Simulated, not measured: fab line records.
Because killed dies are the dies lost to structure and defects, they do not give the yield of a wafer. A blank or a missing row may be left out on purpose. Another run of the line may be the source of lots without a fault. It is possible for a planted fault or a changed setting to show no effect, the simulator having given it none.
Matching of chambers + flow n5-finfet + ald-metal-04 running N5_BEOL_M3_ALD_84: 4 sister chambers
The step deposits TaN, pulse time 2 s, purge time 3 s, co reactant purge time 2 s. 20 wafers are shown with their chamber, then 10 later ones without.

## WAFERS WITH THEIR CHAMBER
| wafer  | chamber | heater-power-w (W) | mfc-carrier-sccm (sccm) |
|--------|---------|--------------------|-------------------------|
| L080.3 | 1       | 459                | 1504                    |
| L080.4 | 3       | 387                | 1503                    |
| L080.5 | 1       | 466                | 1506                    |
| L081.2 | 2       | 373                | 1504                    |
| L081.3 | 3       | 374                | 1492                    |
| L081.5 | 3       | 389                | 1492                    |
| L084.2 | 0       | 415                | 1498                    |
| L084.3 | 1       | 470                | 1496                    |
| L084.6 | 3       | 388                | 1496                    |
| L087.1 | 0       | 419                | 1499                    |
| L087.5 | 3       | 376                | 1504                    |
| L087.6 | 2       | 373                | 1498                    |
| L088.1 | 2       | 386                | 1498                    |
| L088.3 | 1       | 466                | 1499                    |
| L088.4 | 3       | 368                | 1497                    |
| L089.1 | 0       | 430                | 1493                    |
| L089.4 | 2       | 382                | 1499                    |
| L089.5 | 2       | 376                | 1502                    |
| L091.2 | 2       | 375                | 1504                    |
| L091.3 | 0       | 428                | 1499                    |

SIGNATURES (averages over the wafers above)
| reading          | chamber 0 | chamber 1 | chamber 2 | chamber 3 | scatter within a chamber |
|------------------|-----------|-----------|-----------|-----------|--------------------------|
| heater-power-w   | 423.00    | 465.25    | 377.50    | 380.33    | 6.84                     |
| mfc-carrier-sccm | 1497.25   | 1501.25   | 1500.83   | 1497.33   | 4.06                     |
Rule: for a wafer and a chamber, the distance is found by dividing, reading by reading, the gap between the wafer's reading and the chamber's mean by the reading's scatter, squaring, summing and taking the root. If the next closest chamber is less than 2 further off than the closest, the wafer can't be placed; otherwise it belongs to the closest. How the scatter is found: for the shown wafers, subtract from each reading the mean of its chamber, square and add these, divide the total by (wafers less chambers), then take the root.

## WAFERS WITH NO CHAMBER GIVEN
| wafer  | heater-power-w (W) | mfc-carrier-sccm (sccm) |
|--------|--------------------|-------------------------|
| L091.6 | 421                | 1500                    |
| L092.1 | 469                | 1506                    |
| L092.2 | 419                | 1504                    |
| L092.3 | 377                | 1502                    |
| L096.2 | 381                | 1490                    |
| L096.4 | 464                | 1497                    |
| L096.6 | 435                | 1500                    |
| L097.3 | 377                | 1503                    |
| L097.5 | 419                | 1501                    |
| L097.6 | 389                | 1504                    |

## EACH ONE'S CHAMBER
| wafer  | from the rows above     | in truth |
|--------|-------------------------|----------|
| L091.6 | 0                       | 0        |
| L092.1 | 1                       | 1        |
| L092.2 | 0                       | 0        |
| L092.3 | can't be placed: 2 or 3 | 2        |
| L096.2 | can't be placed: 3 or 2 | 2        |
| L096.4 | 1                       | 1        |
| L096.6 | 0                       | 0        |
| L097.3 | can't be placed: 2 or 3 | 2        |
| L097.5 | 0                       | 0        |
| L097.6 | can't be placed: 2 or 3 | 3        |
Correctly placed: 6 of 10. From these rows, 4 cannot be placed; in 4 the true chamber is one of the candidates. Placed wrongly: 0.
